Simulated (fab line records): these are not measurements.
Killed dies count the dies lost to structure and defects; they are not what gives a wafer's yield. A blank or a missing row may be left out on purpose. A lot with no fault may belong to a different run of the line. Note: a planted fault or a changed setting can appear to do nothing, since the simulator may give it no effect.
Matching of chambers | flow nandHarc | pecvd-04 running NHARC_A_STAIRCASE_DEP_325: 3 sister chambers
The step deposits SiO2, target thk 7200 nm. 6 wafers are shown with their chamber, then 9 later ones without.

== WAFERS WITH THEIR CHAMBER ==
wafer  | chamber | heaterPowerW (W)
L080.5 | 0       | 645
L084.4 | 2       | 533
L084.6 | 1       | 813
L085.2 | 1       | 893
L085.4 | 2       | 539
L085.6 | 0       | 631

== WAFERS WITHOUT THEIR CHAMBER ==
wafer  | heaterPowerW (W)
L092.3 | 896
L092.4 | 530
L092.5 | 648
L094.2 | 788
L094.3 | 919
L094.4 | 652
L095.1 | 718
L095.2 | 662
L095.3 | 964

== EACH ONE'S CHAMBER ==
wafer  | from the rows above     | in truth
L092.3 | 1                       | 1
L092.4 | 2                       | 2
L092.5 | 0                       | 0
L094.2 | 1                       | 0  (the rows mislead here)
L094.3 | 1                       | 1
L094.4 | 0                       | 0
L095.1 | can't be placed: 0 or 1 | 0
L095.2 | 0                       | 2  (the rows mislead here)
L095.3 | 1                       | 1
Correctly placed: 6 of 9. Unplaceable from these rows: 1, with the true chamber sitting among the candidates in 1. Placed wrongly: 2.
How it was worked out, from the rows above alone: a wafer's distance from a chamber is the root of the sum, over the readings, of the square of ((its reading less the chamber's mean) divided by the reading's scatter). If the next closest chamber is less than 2 further off than the closest, the wafer can't be placed; otherwise it belongs to the closest. The mean given for a chamber averages the wafers shown for that chamber. The scatter: take each reading less its chamber's mean, square it, sum over the shown wafers, divide by the number of wafers less the number of chambers, and take the root.
